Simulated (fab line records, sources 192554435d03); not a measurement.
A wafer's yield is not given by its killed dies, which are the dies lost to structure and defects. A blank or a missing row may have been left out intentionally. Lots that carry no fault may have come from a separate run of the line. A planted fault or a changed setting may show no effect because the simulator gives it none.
Split-lot study :: flow n5 finfet :: on a route of 1938 steps: 7 lots, 39 wafers read

THE SPLIT ITSELF
At N5_BEOL_M15_DEP_53 (deposits SiCN from 3MS/NH3, target thk 50 nm, time 17.8 s), the setting target thk a was moved away from the recipe's 500 angstrom on 15 of the 39 wafers read, by -45.7% to +52.4%. All remaining wafers had this setting at the recipe value.

Reading taken at the split's own step.

THE READING
SiCN_of_BEOL_M15_DEP_53.thk nm (the simulator's own value, which no gauge read), in nm, at N5_BEOL_M15_DEP_53 (deposits SiCN from 3MS/NH3, target thk 50 nm, time 17.8 s). The file does not state a usual value for it. Here, 24 wafers ran the recipe; their average is 50.1 nm with a standard deviation of 0.58 nm.

wafer: L074.2
tool, chamber at the split: pecvd-03, 0
target thk a as run, angstrom: 500
against the recipe: recipe
SiCN_of_BEOL_M15_DEP_53.thk nm, nm: 50.4
against lot-mates on the recipe: -

wafer: L074.4
tool, chamber at the split: pecvd-03, 2
target thk a as run, angstrom: 500
against the recipe: recipe
SiCN_of_BEOL_M15_DEP_53.thk nm, nm: 50.2
against lot-mates on the recipe: -

wafer: L074.6
tool, chamber at the split: pecvd-03, 1
target thk a as run, angstrom: 500
against the recipe: recipe
SiCN_of_BEOL_M15_DEP_53.thk nm, nm: 51
against lot-mates on the recipe: -

wafer: L076.1
tool, chamber at the split: pecvd-02, 1,2
target thk a as run, angstrom: 500
against the recipe: recipe
SiCN_of_BEOL_M15_DEP_53.thk nm, nm: 49.4
against lot-mates on the recipe: -

wafer: L076.3
tool, chamber at the split: pecvd-02, 1,2
target thk a as run, angstrom: 500
against the recipe: recipe
SiCN_of_BEOL_M15_DEP_53.thk nm, nm: 49.4
against lot-mates on the recipe: -

wafer: L076.2
tool, chamber at the split: pecvd-02, 0
target thk a as run, angstrom: 500
against the recipe: recipe
SiCN_of_BEOL_M15_DEP_53.thk nm, nm: 49.8
against lot-mates on the recipe: -

wafer: L076.4
tool, chamber at the split: pecvd-02, 0
target thk a as run, angstrom: 333.3
against the recipe: -33.3%
SiCN_of_BEOL_M15_DEP_53.thk nm, nm: 33.4
against lot-mates on the recipe: -16.1

wafer: L076.5
tool, chamber at the split: pecvd-02, 2
target thk a as run, angstrom: 333.3
against the recipe: -33.3%
SiCN_of_BEOL_M15_DEP_53.thk nm, nm: 33.8
against lot-mates on the recipe: -15.7

wafer: L076.6
tool, chamber at the split: pecvd-02, 1
target thk a as run, angstrom: 333.3
against the recipe: -33.3%
SiCN_of_BEOL_M15_DEP_53.thk nm, nm: 33.6
against lot-mates on the recipe: -15.9

wafer: L086.1
tool, chamber at the split: pecvd-02, 2
target thk a as run, angstrom: 500
against the recipe: recipe
SiCN_of_BEOL_M15_DEP_53.thk nm, nm: 50
against lot-mates on the recipe: -

wafer: L086.2
tool, chamber at the split: pecvd-02, 0
target thk a as run, angstrom: 761.9
against the recipe: +52.4%
SiCN_of_BEOL_M15_DEP_53.thk nm, nm: 75.4
against lot-mates on the recipe: +25.1

wafer: L086.3
tool, chamber at the split: pecvd-02, 1
target thk a as run, angstrom: 761.9
against the recipe: +52.4%
SiCN_of_BEOL_M15_DEP_53.thk nm, nm: 76
against lot-mates on the recipe: +25.7

wafer: L086.4
tool, chamber at the split: pecvd-02, 1
target thk a as run, angstrom: 500
against the recipe: recipe
SiCN_of_BEOL_M15_DEP_53.thk nm, nm: 50.4
against lot-mates on the recipe: -

wafer: L086.5
tool, chamber at the split: pecvd-02, 0
target thk a as run, angstrom: 761.9
against the recipe: +52.4%
SiCN_of_BEOL_M15_DEP_53.thk nm, nm: 77.2
against lot-mates on the recipe: +26.9

wafer: L086.6
tool, chamber at the split: pecvd-02, 2
target thk a as run, angstrom: 500
against the recipe: recipe
SiCN_of_BEOL_M15_DEP_53.thk nm, nm: 50.6
against lot-mates on the recipe: -

wafer: L090.1
tool, chamber at the split: pecvd-02, 0,1
target thk a as run, angstrom: 626.8
against the recipe: +25.4%
SiCN_of_BEOL_M15_DEP_53.thk nm, nm: 61.4
against lot-mates on the recipe: +11.9

wafer: L090.2
tool, chamber at the split: pecvd-02, 0,1
target thk a as run, angstrom: 626.8
against the recipe: +25.4%
SiCN_of_BEOL_M15_DEP_53.thk nm, nm: 61.4
against lot-mates on the recipe: +11.9

wafer: L090.3
tool, chamber at the split: pecvd-02, 2
target thk a as run, angstrom: 500
against the recipe: recipe
SiCN_of_BEOL_M15_DEP_53.thk nm, nm: 48.8
against lot-mates on the recipe: -

wafer: L090.4
tool, chamber at the split: pecvd-02, 2
target thk a as run, angstrom: 500
against the recipe: recipe
SiCN_of_BEOL_M15_DEP_53.thk nm, nm: 49.6
against lot-mates on the recipe: -

wafer: L090.5
tool, chamber at the split: pecvd-02, 0
target thk a as run, angstrom: 626.8
against the recipe: +25.4%
SiCN_of_BEOL_M15_DEP_53.thk nm, nm: 63
against lot-mates on the recipe: +13.5

wafer: L090.6
tool, chamber at the split: pecvd-02, 1
target thk a as run, angstrom: 500
against the recipe: recipe
SiCN_of_BEOL_M15_DEP_53.thk nm, nm: 50
against lot-mates on the recipe: -

wafer: L096.1
tool, chamber at the split: pecvd-04, 1
target thk a as run, angstrom: 271.6
against the recipe: -45.7%
SiCN_of_BEOL_M15_DEP_53.thk nm, nm: 27
against lot-mates on the recipe: -22.7

wafer: L096.2
tool, chamber at the split: pecvd-04, 0
target thk a as run, angstrom: 500
against the recipe: recipe
SiCN_of_BEOL_M15_DEP_53.thk nm, nm: 49.6
against lot-mates on the recipe: -

wafer: L096.3
tool, chamber at the split: pecvd-04, 2
target thk a as run, angstrom: 500
against the recipe: recipe
SiCN_of_BEOL_M15_DEP_53.thk nm, nm: 49.4
against lot-mates on the recipe: -

wafer: L096.4
tool, chamber at the split: pecvd-04, 0
target thk a as run, angstrom: 500
against the recipe: recipe
SiCN_of_BEOL_M15_DEP_53.thk nm, nm: 50
against lot-mates on the recipe: -

wafer: L096.5
tool, chamber at the split: pecvd-04, 1
target thk a as run, angstrom: 271.6
against the recipe: -45.7%
SiCN_of_BEOL_M15_DEP_53.thk nm, nm: 27.8
against lot-mates on the recipe: -21.9

wafer: L096.6
tool, chamber at the split: pecvd-04, 2
target thk a as run, angstrom: 271.6
against the recipe: -45.7%
SiCN_of_BEOL_M15_DEP_53.thk nm, nm: 27.6
against lot-mates on the recipe: -22.1

wafer: L093.1
tool, chamber at the split: pecvd-02, 1
target thk a as run, angstrom: 416.4
against the recipe: -16.7%
SiCN_of_BEOL_M15_DEP_53.thk nm, nm: 41
against lot-mates on the recipe: -8.7

wafer: L093.2
tool, chamber at the split: pecvd-02, 0
target thk a as run, angstrom: 500
against the recipe: recipe
SiCN_of_BEOL_M15_DEP_53.thk nm, nm: 49.6
against lot-mates on the recipe: -

wafer: L093.3
tool, chamber at the split: pecvd-02, 2
target thk a as run, angstrom: 500
against the recipe: recipe
SiCN_of_BEOL_M15_DEP_53.thk nm, nm: 49.4
against lot-mates on the recipe: -

wafer: L093.4
tool, chamber at the split: pecvd-02, 0
target thk a as run, angstrom: 416.4
against the recipe: -16.7%
SiCN_of_BEOL_M15_DEP_53.thk nm, nm: 42
against lot-mates on the recipe: -7.7

wafer: L093.5
tool, chamber at the split: pecvd-02, 2
target thk a as run, angstrom: 416.4
against the recipe: -16.7%
SiCN_of_BEOL_M15_DEP_53.thk nm, nm: 41.6
against lot-mates on the recipe: -8.1

wafer: L093.6
tool, chamber at the split: pecvd-02, 1
target thk a as run, angstrom: 500
against the recipe: recipe
SiCN_of_BEOL_M15_DEP_53.thk nm, nm: 50
against lot-mates on the recipe: -

wafer: L092.1
tool, chamber at the split: pecvd-04, 1
target thk a as run, angstrom: 500
against the recipe: recipe
SiCN_of_BEOL_M15_DEP_53.thk nm, nm: 50
against lot-mates on the recipe: -

wafer: L092.2
tool, chamber at the split: pecvd-04, 2
target thk a as run, angstrom: 500
against the recipe: recipe
SiCN_of_BEOL_M15_DEP_53.thk nm, nm: 50.6
against lot-mates on the recipe: -

wafer: L092.3
tool, chamber at the split: pecvd-04, 0
target thk a as run, angstrom: 500
against the recipe: recipe
SiCN_of_BEOL_M15_DEP_53.thk nm, nm: 50.4
against lot-mates on the recipe: -

wafer: L092.4
tool, chamber at the split: pecvd-04, 0
target thk a as run, angstrom: 500
against the recipe: recipe
SiCN_of_BEOL_M15_DEP_53.thk nm, nm: 50.4
against lot-mates on the recipe: -

wafer: L092.5
tool, chamber at the split: pecvd-04, 2
target thk a as run, angstrom: 500
against the recipe: recipe
SiCN_of_BEOL_M15_DEP_53.thk nm, nm: 51
against lot-mates on the recipe: -

wafer: L092.6
tool, chamber at the split: pecvd-04, 1
target thk a as run, angstrom: 500
against the recipe: recipe
SiCN_of_BEOL_M15_DEP_53.thk nm, nm: 51.2
against lot-mates on the recipe: -
When a row names more than one chamber, that row covers several wafers, and the file does not tell which wafer ran in which chamber.

FIT RESULTS
A straight line over all 39 wafers: SiCN_of_BEOL_M15_DEP_53.thk nm changes by +0.494 nm for each +1% of target thk a; r = +1.00; the points scatter about the line by 0.62 nm.
The same after taking each lot's own level away (the mean of its wafers on the recipe; 39 wafers): +0.489 nm for each +1%; r = +1.00; scatter 0.45 nm.
According to that fit, moving target thk a by its largest amount changes the reading by 26 nm.
The lots' own levels span 49.47 to 50.60 nm, that is 1.9 times the standard deviation above.
Consequently the slope shifts little with the lot-to-lot level, the two slopes agreeing.
Check: with one of the wafers moved furthest among these (+52.4%) left out of the fit, the line predicts +25.8 nm for it against its lot-mates. It came out at +25.1 nm against them.

THESE WAFERS: OTHER SPLITS
Before the reading, these wafers also passed through other splits. Each is held against what the fit with the lots' levels taken away leaves over:
other split on the same wafers: N5_BEOL_M4_VIA_ETCH_34 target depth a
wafers away from the commonest value: 15
r with SiCN_of_BEOL_M15_DEP_53.thk nm (lot level and that fit taken away): +0.24

other split on the same wafers: N5_BEOL_M9_ETCH_62 time s
wafers away from the commonest value: 12
r with SiCN_of_BEOL_M15_DEP_53.thk nm (lot level and that fit taken away): +0.23

other split on the same wafers: N5_BEOL_M10_ILD_DEP_00 time s
wafers away from the commonest value: 12
r with SiCN_of_BEOL_M15_DEP_53.thk nm (lot level and that fit taken away): -0.01

other split on the same wafers: N5_BEOL_M12_ETCH_68 time s
wafers away from the commonest value: 15
r with SiCN_of_BEOL_M15_DEP_53.thk nm (lot level and that fit taken away): +0.05

THE FILE'S OWN FIT
SiCN_of_BEOL_M15_DEP_53.thk nm changes by +0.488 nm for each +1% of target thk a, r = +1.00.
